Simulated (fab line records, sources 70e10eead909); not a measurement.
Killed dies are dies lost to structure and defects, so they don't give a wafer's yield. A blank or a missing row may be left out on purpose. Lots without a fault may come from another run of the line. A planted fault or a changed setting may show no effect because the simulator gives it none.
Chamber matching | flow nand_harc | NHARC_P_CONTACT_DEP_30 on pecvd-04: 3 sister chambers
The step deposits SiNx, target thk 30 nm. 14 wafers are shown with their chamber, then 7 later ones without.

WAFERS WITH THEIR CHAMBER
wafer  | chamber | heater_power_outer_w (W) | heater_power_w (W)
L076.2 | 1       | 400                      | 671
L076.3 | 0       | 499                      | 833
L076.4 | 2       | 358                      | 636
L082.1 | 0       | 491                      | 770
L082.2 | 1       | 332                      | 584
L082.4 | 0       | 482                      | 772
L088.1 | 1       | 341                      | 590
L088.3 | 1       | 338                      | 580
L088.4 | 2       | 328                      | 575
L091.1 | 1       | 428                      | 719
L091.2 | 2       | 385                      | 642
L091.5 | 1       | 425                      | 708
L092.1 | 1       | 368                      | 643
L092.2 | 2       | 301                      | 529

SIGNATURES (means of the wafers above)
reading              | chamber 0 | chamber 1 | chamber 2 | scatter within a chamber
heater_power_outer_w | 490.67    | 376.00    | 343.00    | 36.3
heater_power_w       | 791.67    | 642.14    | 595.50    | 54.1
Rule: a wafer's distance from a chamber is the root of the sum, over the readings, of the square of ((its reading less the chamber's mean) divided by the reading's scatter). The wafer belongs to the nearest chamber; if the next one is less than 2 further off, it can't be placed. The scatter: the root of (the sum of the squares of (reading less its chamber's mean) over the shown wafers, divided by (wafers less chambers)).

WAFERS WITHOUT THEIR CHAMBER
wafer  | heater_power_outer_w (W) | heater_power_w (W)
L092.4 | 364                      | 641
L095.1 | 365                      | 635
L095.2 | 484                      | 790
L095.5 | 372                      | 642
L097.1 | 384                      | 653
L097.2 | 314                      | 568
L097.4 | 325                      | 573

WHICH CHAMBER EACH WENT THROUGH
wafer  | from the rows above     | in truth
L092.4 | can't be placed: 1 or 2 | 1
L095.1 | can't be placed: 1 or 2 | 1
L095.2 | 0                       | 0
L095.5 | can't be placed: 1 or 2 | 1
L097.1 | can't be placed: 1 or 2 | 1
L097.2 | can't be placed: 2 or 1 | 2
L097.4 | can't be placed: 2 or 1 | 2
Placed correctly: 1 of 7. Can't be placed from these rows: 6 (the true chamber is among the candidates in 6). Placed wrongly: 0.
